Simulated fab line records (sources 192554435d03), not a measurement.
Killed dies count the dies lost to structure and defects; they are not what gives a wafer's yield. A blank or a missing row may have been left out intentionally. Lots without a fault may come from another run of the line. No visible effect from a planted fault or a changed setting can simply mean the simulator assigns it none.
8D (eight disciplines) problem report, filled in by code | flow n5Finfet | the parts of the form that need people (team, actions taken, sign-off) are left out

## 1. WHAT IS WRONG
rfFwdPowerW at N5_BEOL_M7_ETCH_41 reads a mean of 298.5 W on 2 wafers of 2 lots; wafers without a fault read 392.0 W with a standard deviation of 1.2. Relative to the usual mean, that is a shift of -78 standard deviations.
The step: etches SiCN in CH3F/O2, target depth 31.9 nm, time 57.8 s.
Seen first at day 14 10:18 on rieDiel-04, wafer L588.1. At this step, 30 wafers from 10 lots have a number in the record. By rule, "out" or "out of limits" means more than 4 standard deviations away from the usual mean. The rest of the wafers with a number are treated as sound.

## 2. WHAT IT IS, WHAT IT ISN'T
question                    | is                  | is not
which readings at this step | rfFwdPowerW, rfVppV | drypumpMotorCurrentA, oesProductAu, showerheadPlenumPTorr, throttleValvePct
which lots                  | L588, L594          | L580, L582, L584, L585, L587, L591, L599, L600
which wafers of those lots  | L588.1, L594.2      | L588.3, L588.4, L594.4, L594.6
read on which tools         | rieDiel-04          | rieDiel-02, rieDiel-06
when                        | from day 14 10:18   | up to then (14 sound wafers); but 14 sound wafers of L580, L591, L594, L599, L600 came after

## 3. THE SUSPECTS, EACH WITH WHAT RULES IT OUT
Counting: any tool at a process step up to the reading remains a suspect provided it ran every lot that is out. Sound lots after the first of them don't rule it out here, since some wafers of a struck lot are sound.
- rieDiel-06 at N5_BEOL_M7_DESCUM_16 (chemistry O2, time 7.9 s): kept. Every lot that is out went through it, the first being L588 (day 14 08:38); the last sound lot it ran before that was L587 (day 13 22:34).
- rieDiel-06 at N5_BEOL_M7_STRIP_19 (strips in O2): kept. Every lot that is out went through it, the first being L588 (day 14 09:01); the last sound lot it ran before that was L587 (day 13 22:57).
- rieDiel-04 at N5_BEOL_M7_ETCH_41 (etches SiCN in CH3F/O2, target depth 31.9 nm, time 57.8 s): kept. Every lot that is out went through it, the first being L588 (day 14 10:18); the last sound lot it ran before that was L587 (day 14 02:58). Its own readings are out on those wafers: rfFwdPowerW, rfVppV.
- In rieDiel-04 at N5_BEOL_M7_ETCH_41, the wafers that are out were processed in chamber 2 and their sound lot-mates in chambers 0, 1.
The count leaves rieDiel-06 at N5_BEOL_M7_DESCUM_16, rieDiel-06 at N5_BEOL_M7_STRIP_19, and rieDiel-04 at N5_BEOL_M7_ETCH_41.

## 4. THE CAUSE (what the simulator had put in)
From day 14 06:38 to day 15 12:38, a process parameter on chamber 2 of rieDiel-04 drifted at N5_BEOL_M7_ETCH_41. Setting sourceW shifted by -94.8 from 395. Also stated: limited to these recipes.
Counting left 3 suspects, and this tool is among them.

## 5. SEQUENCE OF EFFECTS, ordered by route
One row per reading whose mean, taken over the struck wafers that have a number, lies over 3 standard deviations from the usual. Only readings for which the record gives a usual standard deviation are gone through. hours: the time from each lot's start at the first step in this table that gives one to its start at this step, as a median over the lots. sigmas: the change in usual standard deviations.
hours | step               | reading     | usual   | on struck wafers | change | sigmas
0     | N5_BEOL_M7_ETCH_41 | rfFwdPowerW | 392.0 W | 298.5            | -93.5  | -78
0     | N5_BEOL_M7_ETCH_41 | rfVppV      | 296.8 V | 326.1            | +29.3  | +17
Here are the process steps it includes:
- N5_BEOL_M7_ETCH_41: etches SiCN in CH3F/O2, target depth 31.9 nm, time 57.8 s.

## 6. HOW IT WOULD HAVE BEEN CAUGHT EARLIER
In this record no reading fell out of limits until day 14 10:18, 4 hours after the fault had begun at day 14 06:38.
